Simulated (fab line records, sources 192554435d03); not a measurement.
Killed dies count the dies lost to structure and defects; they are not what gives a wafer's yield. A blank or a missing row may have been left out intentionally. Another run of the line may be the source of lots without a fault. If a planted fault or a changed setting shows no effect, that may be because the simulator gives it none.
Matching of chambers -- flow n5_finfet -- N5_SDB_ALD_29 on ald_sin-01 has 4 sister chambers
The step deposits SiNx, target thk 30 nm, pulse time 1 s, ald cycles 600. 8 wafers are shown with their chamber, then 9 later ones without.

== WAFERS, EACH WITH ITS CHAMBER ==
wafer,chamber,heater_power_w (W),precursor_pulse_height_rel
L079.6,3,898,0.985
L085.3,1,692,0.993
L088.1,3,891,1.014
L088.3,2,816,0.994
L088.4,0,884,1.020
L089.3,0,909,1.012
L089.5,1,688,1.001
L089.6,2,839,1.001

== WAFERS WITH NO CHAMBER GIVEN ==
wafer,heater_power_w (W),precursor_pulse_height_rel
L091.2,705,1.009
L091.5,828,1.001
L091.6,708,1.015
L094.1,873,0.991
L094.2,881,1.006
L094.6,876,1.013
L097.1,917,1.014
L097.2,673,1.046
L097.5,700,0.981

== WHICH CHAMBER EACH WENT THROUGH ==
wafer,from the rows above,in truth
L091.2,1,1
L091.5,2,2
L091.6,1,1
L094.1,can't be placed: 3 or 0 or 2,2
L094.2,can't be placed: 3 or 0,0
L094.6,can't be placed: 0 or 3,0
L097.1,can't be placed: 0 or 3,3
L097.2,1,1
L097.5,1,1
5 of 9 placed correctly. From these rows, 4 cannot be placed; in 4 the true chamber is one of the candidates. Placed wrongly: 0.
How it was worked out, from the rows above alone: a wafer's distance from a chamber is the root of the sum, over the readings, of the square of ((its reading less the chamber's mean) divided by the reading's scatter). The wafer belongs to the nearest chamber; if the next one is less than 2 further off, it can't be placed. Each chamber's mean is taken over the wafers shown for it. The scatter: the root of (the sum of the squares of (reading less its chamber's mean) over the shown wafers, divided by (wafers less chambers)).
